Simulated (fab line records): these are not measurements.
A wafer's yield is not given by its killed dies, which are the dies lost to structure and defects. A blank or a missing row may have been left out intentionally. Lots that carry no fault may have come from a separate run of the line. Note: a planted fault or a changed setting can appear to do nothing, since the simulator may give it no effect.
fab line records	flow n5-finfet
record lots=7	wafers=21
route steps=1938 shown ZERO_LAYER@9 WELL_APT@21 FIN_SAQP@108 FIN_CUT@173 DUMMY_GATE@237
start-h: hours from the record's first day to the start of the lot's first wafer shown	wait-h: hours elapsed since this lot's preceding step	" repeats the value in the row above	L1.1+2: several wafers, shown together as one row	- no value present, or no start provided	* or withheld: withheld	< > ~ a bound
route shown NAME@n: NAME is a module with steps in the file, n the number in the route of the first one	usual: mean/standard deviation of fault-free wafers	same: alike in all rows	chamber/n: place in a boat	sites: readings site by site	_std_site: standard deviation of those values	_edge_site: inner sites' mean taken away from outer sites' mean	radius-mm: how far each site lies from the wafer's centre	mask NAME#n: copy n	behind: the tool/chamber that last shaped the wafer	hold: cause of the lot's hold/its duration in hours/its outcome	device: the transistor (n, p or np) that didn't switch	end of line: tests of these same wafers at the route's end	a step given without rows: its recipe and nothing more	killed: not the wafer's yield, but the dies lost to structure and defects at the first sort	map: the dies of a wafer, with x for killed, . for not killed, _ for no die there
set.NAME: the setting that was run; set.NAME@STEP: the one run at that earlier step	model.NAME: the simulator's own value behind a step, which no gauge read
lots where settings were altered on purpose, with a table for each step and a row for each wafer
## steps
# step N5_ZERO_LAYER_EXPOSE_08
# recipe mask-id=ZERO	na=0.55	source-shape=conventional	sigma-outer=0.8	polarization=unpolarized	defocus-nm=0	target-cd-nm=2000	dose-mj=16.2
lot.wafer	tool	chamber	start-h	wait-h	mask	set.dose-mj
L075.2+3+6	krf-scanner-01	0	18.60	-	ZERO#0	16.2
L081.2	krf-scanner-02	0	54.89	-	ZERO#0	17.27
L081.3+6	"	0	"	"	ZERO#0	16.2
L082.2+5	krf-scanner-02	0	60.47	-	ZERO#0	17.27
L082.6	"	0	"	"	ZERO#0	16.2
L083.2+3+4	krf-scanner-01	0	66.60	-	ZERO#0	16.2
L086.2+3+6	krf-scanner-01	0	84.60	-	ZERO#0	16.2
L089.1+6	krf-scanner-01	0	102.59	-	ZERO#0	16.53
L089.5	"	0	"	"	ZERO#0	16.2
L093.1	krf-scanner-01	0	126.61	-	ZERO#0	16.2
L093.3+4	"	0	"	"	ZERO#0	15.16
# step N5_ZERO_LAYER_DEVELOP_10
# recipe develop-time-s=60	rinse-liquid=diw	dry=air-spin	dev-temp-c=21
lot.wafer	tool	chamber	start-h	wait-h	set.develop-time-s
L075.2+3	litho-track-02	0	-	-	66.42
L075.6	"	0	"	"	60
L081.2	litho-track-03	0	-	-	68.29
L081.3+6	"	0	"	"	60
L082.2+5+6	litho-track-05	0	-	-	60
L083.2+4	litho-track-02	0	-	-	71
L083.3	"	0	"	"	60
L086.2+3+6	litho-track-02	0	-	-	60
L089.1+5	litho-track-03	0	-	-	60
L089.6	"	0	"	"	63.93
L093.1+3+4	litho-track-02	0	-	-	60
# step N5_ZERO_LAYER_HARDBAKE_23
# recipe temp-c=130	time-s=120
# step N5_ZERO_LAYER_CD_MEAS_11
# recipe target-cd-nm=2000	landing-energy-ev=500	detector=se-inlens
# usual cd-nm=1999.5/1.4
lot.wafer	tool	chamber	start-h	wait-h	set.dose-mj@ZERO_LAYER_EXPOSE_08	cd-nm
L075.2	cd-sem-01	0	18.77	-	16.2	2001.6
L075.3	"	0	"	"	16.2	2002.5
L075.6	"	0	"	"	16.2	2000.5
L081.2	cd-sem-03	0	55.06	-	17.27	2014.3
L081.3	"	0	"	"	16.2	2000.0
L081.6	"	0	"	"	16.2	1997.8
L082.2	cd-sem-02	0	60.64	-	17.27	2012.1
L082.5	"	0	"	"	17.27	2011.8
L082.6	"	0	"	"	16.2	2001.1
L083.2	cd-sem-02	0	66.77	-	16.2	2001.3
L083.3	"	0	"	"	16.2	1999.3
L083.4	"	0	"	"	16.2	2003.5
L086.2	cd-sem-01	0	84.77	-	16.2	2001.0
L086.3	"	0	"	"	16.2	2000.2
L086.6	"	0	"	"	16.2	2000.9
L089.1	cd-sem-01	0	102.77	-	16.53	2004.6
L089.5	"	0	"	"	16.2	1999.8
L089.6	"	0	"	"	16.53	2003.3
L093.1	cd-sem-03	0	126.79	-	16.2	1999.1
L093.3	"	0	"	"	15.16	1984.6
L093.4	"	0	"	"	15.16	1984.1
# step N5_ZERO_LAYER_DESCUM_16
# recipe chemistry=O2	time-s=7.9	source-power-w=50	bias-power-w=20	pressure-mtorr=20	rf-frequency-hz=2.712e+07	temp-c=40	o2-flow-sccm=225
lot.wafer	tool	chamber	start-h	wait-h	set.dose-mj@ZERO_LAYER_EXPOSE_08	model.ZERO_LAYER.cd-nm
L075.2	rie-diel-01	2	18.84	0.1	16.2	2002
L075.3	"	0	"	"	16.2	2003
L075.6	"	0	"	"	16.2	2001
L081.2	rie-diel-02	0	55.10	0.0	17.27	2015
L081.3	"	1	"	"	16.2	2000
L081.6	"	0	"	"	16.2	1998
L082.2+5	rie-diel-01	0,3	60.68	0.0	17.27	2012
L082.6	"	2	"	"	16.2	2001
L083.2	rie-diel-01	3	67.03	0.3	16.2	2002
L083.3	"	1	"	"	16.2	1999
L083.4	"	0	"	"	16.2	2003
L086.2+6	rie-diel-01	2	84.80	0.0	16.2	2001
L086.3	"	1	"	"	16.2	2000
L089.1	rie-diel-04	0	102.81	0.0	16.53	2005
L089.5	"	1	"	"	16.2	2000
L089.6	"	2	"	"	16.53	2003
L093.1	rie-diel-04	0	126.84	0.1	16.2	1999
L093.3	"	3	"	"	15.16	1985
L093.4	"	1	"	"	15.16	1984
# step N5_WELL_APT_COAT_02
# recipe spin-rpm=1357	resist-thk-nm=950
lot.wafer	tool	chamber	start-h	wait-h	set.spin-rpm	model.coat_of_WELL_APT_COAT_02.thk-nm
L075.2	litho-track-05	0	-	-	1357	952.1
L075.3	"	0	"	"	1357	952.5
L075.6	"	0	"	"	1357	950.7
L081.2	litho-track-01	0	-	-	1357	947.1
L081.3	"	0	"	"	1502	900.7
L081.6	"	0	"	"	1357	949.2
L082.2	litho-track-04	0	-	-	1221	995.2
L082.5	"	0	"	"	1357	942
L082.6	"	0	"	"	1221	998.4
L083.2	litho-track-04	0	-	-	1357	951.1
L083.3	"	0	"	"	1228	999.8
L083.4	"	0	"	"	1228	996.8
L086.2+6	litho-track-05	0	-	-	1357	949.9
L086.3	"	0	"	"	1357	950.6
L089.1	litho-track-01	0	-	-	1458	920.9
L089.5	"	0	"	"	1357	953.1
L089.6	"	0	"	"	1357	954.5
L093.1	litho-track-01	0	-	-	1357	948.3
L093.3	"	0	"	"	1302	967.8
L093.4	"	0	"	"	1357	950.2
# step N5_WELL_APT_PEB_06
# recipe peb-temp-c=130	peb-time-s=90
lot.wafer	tool	chamber	start-h	wait-h	set.peb-time-s
L075.2+6	litho-track-01	0	19.60	0.0	107.2
L075.3	"	0	"	"	90
L081.2+3+6	litho-track-01	0	55.99	0.0	90
L082.2+5+6	litho-track-04	0	61.85	0.0	75.92
L083.2+3	litho-track-04	0	67.79	0.0	102.7
L083.4	"	0	"	"	90
L086.2+3+6	litho-track-01	0	85.57	0.0	90
L089.1+5+6	litho-track-01	0	103.60	0.1	81.97
L093.1+3+4	litho-track-01	0	127.73	0.1	90
# step N5_WELL_APT_DEVELOP_07
# recipe develop-time-s=45	rinse-liquid=surfactant-rinse	dry=air-spin	dev-temp-c=21
# step N5_WELL_APT_HARDBAKE_12
# recipe temp-c=130	time-s=120
# step N5_WELL_APT_CD_MEAS_08
# recipe target-cd-nm=200	landing-energy-ev=500	detector=se-inlens
# usual cd-nm=199.2/1
lot.wafer	tool	chamber	start-h	wait-h	set.peb-time-s@WELL_APT_PEB_06	cd-nm
L075.2	cd-sem-02	0	19.72	-	107.2	204.1
L075.3	"	0	"	"	90	197.5
L075.6	"	0	"	"	107.2	204.3
L081.2	cd-sem-02	0	56.10	-	90	199.8
L081.3	"	0	"	"	90	201.7
L081.6	"	0	"	"	90	200.7
L082.2	cd-sem-03	0	61.96	-	75.92	191.3
L082.5	"	0	"	"	75.92	193.5
L082.6	"	0	"	"	75.92	190.3
L083.2	cd-sem-01	0	67.91	-	102.7	204.5
L083.3	"	0	"	"	102.7	202.1
L083.4	"	0	"	"	90	198.0
L086.2	cd-sem-03	0	85.68	-	90	198.9
L086.3	"	0	"	"	90	199.6
L086.6	"	0	"	"	90	199.7
L089.1	cd-sem-03	0	103.71	-	81.97	196.9
L089.5	"	0	"	"	81.97	195.2
L089.6	"	0	"	"	81.97	196.7
L093.1	cd-sem-02	0	127.84	-	90	200.9
L093.3	"	0	"	"	90	199.8
L093.4	"	0	"	"	90	199.5
# step N5_WELL_APT_DESCUM_13
# recipe chemistry=O2	time-s=7.9	source-power-w=50	bias-power-w=20	pressure-mtorr=20	rf-frequency-hz=2.712e+07	temp-c=40	o2-flow-sccm=225
lot.wafer	tool	chamber	start-h	wait-h	set.spin-rpm@WELL_APT_COAT_02	set.peb-time-s@WELL_APT_PEB_06	model.WELL_APT.cd-nm
L075.2	rie-diel-03	2	19.81	0.0	1357	107.2	204
L075.3	"	3	"	"	1357	90	197.5
L075.6	"	3	"	"	1357	107.2	204.4
L081.2	rie-diel-05	0	56.19	0.0	1357	90	200
L081.3	"	3	"	"	1502	90	201.4
L081.6	"	3	"	"	1357	90	200.7
L082.2	rie-diel-03	2	62.26	0.2	1221	75.92	191.6
L082.5	"	3	"	"	1357	75.92	193.7
L082.6	"	0	"	"	1221	75.92	190.8
L083.2	rie-diel-03	3	68.10	0.1	1357	102.7	204.4
L083.3	"	0	"	"	1228	102.7	202.4
L083.4	"	2	"	"	1228	90	197.9
L086.2	rie-diel-06	0	86.45	0.7	1357	90	199.1
L086.3	"	3	"	"	1357	90	199.5
L086.6	"	1	"	"	1357	90	199.4
L089.1	rie-diel-05	2	104.17	0.4	1458	81.97	196.9
L089.5	"	1	"	"	1357	81.97	195.1
L089.6	"	2	"	"	1357	81.97	196.2
L093.1	rie-diel-06	2	127.93	0.0	1357	90	200.5
L093.3	"	0	"	"	1302	90	199.7
L093.4	"	1	"	"	1357	90	199.8
# step N5_FIN_SAQP_EXPOSE_13
# recipe mask-id=FIN_CORE	na=1.35	source-shape=dipole	sigma-inner=0.538	sigma-outer=0.738	polarization=te	target-cd-nm=35.6	dose-mj=63.25
lot.wafer	tool	chamber	start-h	wait-h	mask	set.dose-mj
L075.2	arfi-scanner-03	0	28.26	-	FIN_CORE#0	63.25
L075.3+6	"	0	"	"	FIN_CORE#0	58.53
L081.2+3	arfi-scanner-02	0	63.75	-	FIN_CORE#0	66.13
L081.6	"	0	"	"	FIN_CORE#0	63.25
L082.2+5	arfi-scanner-02	0	70.00	-	FIN_CORE#0	65.36
L082.6	"	0	"	"	FIN_CORE#0	63.25
L083.2+3+4	arfi-scanner-03	0	75.64	-	FIN_CORE#0	63.25
L086.2+3+6	arfi-scanner-01	0	94.59	-	FIN_CORE#0	63.25
L089.1+5+6	arfi-scanner-02	0	112.26	-	FIN_CORE#0	63.25
L093.1+3	arfi-scanner-01	0	135.67	-	FIN_CORE#0	63.25
L093.4	"	0	"	"	FIN_CORE#0	67.03
# step N5_FIN_SAQP_PEB_14
# recipe peb-temp-c=withheld	peb-time-s=60	resist=CAR-ArF
# step N5_FIN_SAQP_DEVELOP_15
# recipe develop-time-s=30	developer=TMAH	resist=CAR-ArF	dev-temp-c=23	rinse-liquid=diw	dry=air-spin
# step N5_FIN_SAQP_CD_MEAS_16
# recipe target-cd-nm=35.6	landing-energy-ev=500	detector=se-inlens
# usual cd-nm=35.65/0.26
lot.wafer	tool	chamber	start-h	wait-h	set.dose-mj@FIN_SAQP_EXPOSE_13	cd-nm
L075.2	cd-sem-03	0	28.39	-	63.25	35.78
L075.3	"	0	"	"	58.53	37.63
L075.6	"	0	"	"	58.53	37.56
L081.2	cd-sem-03	0	63.88	-	66.13	34.39
L081.3	"	0	"	"	66.13	34.48
L081.6	"	0	"	"	63.25	35.75
L082.2	cd-sem-03	0	70.13	-	65.36	35.26
L082.5	"	0	"	"	65.36	35.10
L082.6	"	0	"	"	63.25	35.72
L083.2	cd-sem-01	0	75.77	-	63.25	35.82
L083.3	"	0	"	"	63.25	36.26
L083.4	"	0	"	"	63.25	35.92
L086.2	cd-sem-03	0	94.72	-	63.25	35.61
L086.3	"	0	"	"	63.25	35.39
L086.6	"	0	"	"	63.25	35.25
L089.1	cd-sem-03	0	112.39	-	63.25	36.07
L089.5	"	0	"	"	63.25	35.73
L089.6	"	0	"	"	63.25	35.96
L093.1	cd-sem-02	0	135.80	-	63.25	35.84
L093.3	"	0	"	"	63.25	36.05
L093.4	"	0	"	"	67.03	34.43
# step N5_FIN_CUT_CUT_ETCH_26
# recipe chemistry=CH3F/O2	target=SiNx	target-depth-a=390	mask-material=SOC	time-s=55.7	pressure-mtorr=30	source-w=395	bias-w=73	Ar_flow_sccm=150	CH3F_flow_sccm=30	O2_flow_sccm=20	ion-energy-ev=120
# usual rf-vpp-V=298/3.1
lot.wafer	tool	chamber	start-h	wait-h	set.source-w	rf-vpp-V	model.etch.depth-nm
L075.2	rie-diel-02	0	35.34	0.0	326.8	328	36.11
L075.3	"	2	"	"	395	298	39.62
L075.6	"	3	"	"	326.8	328	36.61
L081.2	rie-diel-04	2	70.70	0.0	395	299	38.24
L081.3	"	0	"	"	395	305	37.68
L081.6	"	0	"	"	327.5	330	35.21
L082.2	rie-diel-04	2	76.00	0.0	354.7	315	36.99
L082.5	"	0	"	"	395	304	38.56
L082.6	"	1	"	"	395	295	38.75
L083.2	rie-diel-01	2	82.83	0.0	395	293	39.09
L083.3	"	1	"	"	437.7	287	39.65
L083.4	"	3	"	"	395	297	39
L086.2	rie-diel-04	0	100.50	0.0	395	303	38.32
L086.3	"	1	"	"	395	295	38.62
L086.6	"	2	"	"	395	299	38.51
L089.1	rie-diel-04	3	118.08	0.0	415.1	289	39.83
L089.5	"	2	"	"	395	298	38.27
L089.6	"	1	"	"	395	295	38.64
L093.1	rie-diel-02	3	141.52	0.0	395	299	38.76
L093.3	"	1	"	"	348.6	313	37.13
L093.4	"	3	"	"	348.6	317	37.21
# step N5_DUMMY_GATE_ETCH_37
# recipe chemistry=N2/H2	target=SOC	target-depth-a=600	overetch-a=300	temp-c=40	ion-energy-ev=200	pressure-mtorr=30	source-w=840	bias-w=150	n2-flow-sccm=200	h2-flow-sccm=200
# usual rf-vpp-V=525.8/2.2
lot.wafer	tool	chamber	start-h	wait-h	set.source-w	rf-vpp-V
L075.2	rie-diel-04	1	56.09	0.0	990	492.6
L075.3	"	3	"	"	840	523.8
L075.6	"	2	"	"	840	522.9
L081.2	rie-diel-02	0	92.50	0.0	840	527.6
L081.3	"	1	"	"	796.5	535.5
L081.6	"	2	"	"	796.5	537.1
L082.2	rie-diel-02	1	96.49	0.0	840	527.3
L082.5	"	1	"	"	840	528.0
L082.6	"	0	"	"	840	525.6
L083.2	rie-diel-04	0	101.59	0.0	840	525.5
L083.3	"	1	"	"	753.8	538.9
L083.4	"	2	"	"	840	525.2
L086.2	rie-diel-02	3	120.51	0.0	840	527.2
L086.3	"	2	"	"	840	527.5
L086.6	"	2	"	"	840	527.9
L089.1	rie-diel-04	3	138.68	0.0	840	525.6
L089.5	"	0	"	"	840	526.6
L089.6	"	1	"	"	840	519.5
L093.1	rie-diel-04	1	162.97	0.0	840	521.1
L093.3	"	0	"	"	928.8	509.2
L093.4	"	2	"	"	840	524.6
# step N5_DUMMY_GATE_STRIP_38
# recipe chemistry=N2/H2	temp-c=40	n2-flow-sccm=200	h2-flow-sccm=200	rf-frequency-hz=6e+07
# step N5_DUMMY_GATE_STRIP_39
# recipe chemistry=N2/H2	temp-c=40	n2-flow-sccm=200	h2-flow-sccm=200	rf-frequency-hz=6e+07
# step N5_DUMMY_GATE_TRIM_49
# recipe chemistry=O2	resist=SOC	time-s=29	target-cd-nm=14	source-power-w=300	bias-power-w=0	O2_flow_sccm=100	temp-c=20
lot.wafer	tool	chamber	start-h	wait-h	set.source-w@DUMMY_GATE_ETCH_37	model.DUMMY_GATE.cd-nm
L075.2	rie-si-05	1	56.18	0.0	990	13.4
L075.3+6	"	3,1	"	"	840	14.2
L081.2	rie-si-02	3	92.58	0.0	840	14
L081.3+6	"	0,2	"	"	796.5	14.2
L082.2+5	rie-si-04	0,3	96.58	0.0	840	14.2
L082.6	"	2	"	"	840	14
L083.2	rie-si-02	2	101.68	0.0	840	14
L083.3	"	1	"	"	753.8	14.4
L083.4	"	0	"	"	840	13.8
L086.2	rie-si-04	2	120.59	0.0	840	13.8
L086.3+6	"	0	"	"	840	14
L089.1+5	rie-si-04	3,1	138.76	0.0	840	14
L089.6	"	0	"	"	840	14.2
L093.1+4	rie-si-05	0,2	163.05	0.0	840	14.2
L093.3	"	3	"	"	928.8	14
# step N5_DUMMY_GATE_ETCH_32
# recipe chemistry=CF4	target=SiO2	target-depth-a=35	time-s=3.9	ion-energy-ev=350	pressure-mtorr=10	icp-w=800	bias-w=400	cf4-flow-sccm=80
lot.wafer	tool	chamber	start-h	wait-h	set.time-s	model.etch.depth-nm
L075.2	rie-si-02	1	56.63	0.1	3.9	3.495
L075.3	"	3	"	"	3.9	3.515
L075.6	"	2	"	"	3.9	3.479
L081.2	rie-si-04	1	93.27	0.1	3.9	3.493
L081.3	"	2	"	"	3.9	3.459
L081.6	"	1	"	"	3.9	3.504
L082.2	rie-si-05	1	97.05	0.1	3.9	3.49
L082.5	"	3	"	"	3.9	3.615
L082.6	"	0	"	"	3.106	2.859
L083.2	rie-si-04	1	102.12	0.1	3.9	3.516
L083.3	"	3	"	"	3.159	2.84
L083.4	"	2	"	"	3.159	2.815
L086.2	rie-si-05	1	121.06	0.1	3.9	3.516
L086.3	"	3	"	"	3.9	3.546
L086.6	"	0	"	"	3.9	3.527
L089.1	rie-si-02	3	139.21	0.1	3.059	2.765
L089.5	"	3	"	"	3.9	3.508
L089.6	"	2	"	"	3.059	2.747
L093.1	rie-si-02	1	163.50	0.1	3.585	3.197
L093.3	"	3	"	"	3.9	3.514
L093.4	"	0	"	"	3.9	3.455
# step N5_DUMMY_GATE_ETCH_23
# recipe chemistry=HBr/Cl2/O2	HBr_flow_sccm=150	Cl2_flow_sccm=80	O2_flow_sccm=12	bias-w=102	target-depth-a=410	time-s=22.3	target=poly-Si	mask-material=SiO2	pressure-mtorr=10	icp-w=800
# step N5_DUMMY_GATE_ETCH_44
# recipe chemistry=HBr/O2	over-etch-frac=0.7	target-depth-a=1275	stop-on=SiO2	ion-energy-ev=60	bias-w=20	target=poly-Si	mask-material=SiO2	pressure-mtorr=20	icp-w=400	HBr_flow_sccm=120	O2_flow_sccm=10
lot.wafer	tool	chamber	start-h	wait-h	set.source-w@DUMMY_GATE_ETCH_37	model.DUMMY_GATE.cd-nm
L075.2	rie-si-02	1	56.72	0.0	990	14.4
L075.3	"	3	"	"	840	15.2
L075.6	"	2	"	"	840	15
L081.2	rie-si-04	1	93.36	0.0	840	15
L081.3	"	2	"	"	796.5	15.2
L081.6	"	1	"	"	796.5	15.4
L082.2+6	rie-si-05	1,0	97.14	0.0	840	15.2
L082.5	"	3	"	"	840	15
L083.2	rie-si-04	1	102.21	0.0	840	15.2
L083.3	"	3	"	"	753.8	15.6
L083.4	"	2	"	"	840	15
L086.2	rie-si-05	1	121.15	0.0	840	14.8
L086.3+6	"	3,0	"	"	840	15
L089.1+6	rie-si-02	3,2	139.30	0.0	840	15
L089.5	"	3	"	"	840	14.8
L093.1+4	rie-si-02	1,0	163.59	0.0	840	15
L093.3	"	3	"	"	928.8	14.8
## key
split step=N5_ZERO_LAYER_EXPOSE_08	setting=dose-mj	stated=16.2	by=wafer
response step=N5_ZERO_LAYER_CD_MEAS_11	reading=cd-nm	change=+2.08	per=1%	r=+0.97
response step=N5_ZERO_LAYER_DESCUM_16	reading=model.ZERO_LAYER.cd-nm	change=+2.13	per=1%	r=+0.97
split step=N5_ZERO_LAYER_DEVELOP_10	setting=develop-time-s	stated=60	by=wafer
response none clear
split step=N5_WELL_APT_COAT_02	setting=spin-rpm	stated=1357	by=wafer
response step=N5_WELL_APT_COAT_02	reading=model.coat_of_WELL_APT_COAT_02.thk-nm	change=-4.84	per=1%	r=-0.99
response step=N5_WELL_APT_DESCUM_13	reading=model.WELL_APT.cd-nm	slope=+0.17	per=1%	together-with=peb-time-s@WELL_APT_PEB_06	explained=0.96
split step=N5_WELL_APT_PEB_06	setting=peb-time-s	stated=90	by=wafer
response step=N5_WELL_APT_CD_MEAS_08	reading=cd-nm	change=+0.358	per=1%	r=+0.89
response step=N5_WELL_APT_DESCUM_13	reading=model.WELL_APT.cd-nm	change=+0.365	per=1%	r=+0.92
split step=N5_FIN_SAQP_EXPOSE_13	setting=dose-mj	stated=63.25	by=wafer
response step=N5_FIN_SAQP_CD_MEAS_16	reading=cd-nm	change=-0.246	per=1%	r=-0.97
split step=N5_FIN_CUT_CUT_ETCH_26	setting=source-w	stated=395	by=wafer
response step=N5_FIN_CUT_CUT_ETCH_26	reading=rf-vpp-V	change=-1.53	per=1%	r=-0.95
response step=N5_FIN_CUT_CUT_ETCH_26	reading=model.etch.depth-nm	change=+0.157	per=1%	r=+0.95
split step=N5_DUMMY_GATE_ETCH_37	setting=source-w	stated=840	by=wafer
response step=N5_DUMMY_GATE_ETCH_37	reading=rf-vpp-V	change=-1.56	per=1%	r=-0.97
response step=N5_DUMMY_GATE_TRIM_49	reading=model.DUMMY_GATE.cd-nm	change=-0.0401	per=1%	r=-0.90
response step=N5_DUMMY_GATE_ETCH_44	reading=model.DUMMY_GATE.cd-nm	change=-0.0378	per=1%	r=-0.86
split step=N5_DUMMY_GATE_ETCH_32	setting=time-s	stated=3.9	by=wafer
response step=N5_DUMMY_GATE_ETCH_32	reading=model.etch.depth-nm	change=+0.035	per=1%	r=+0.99
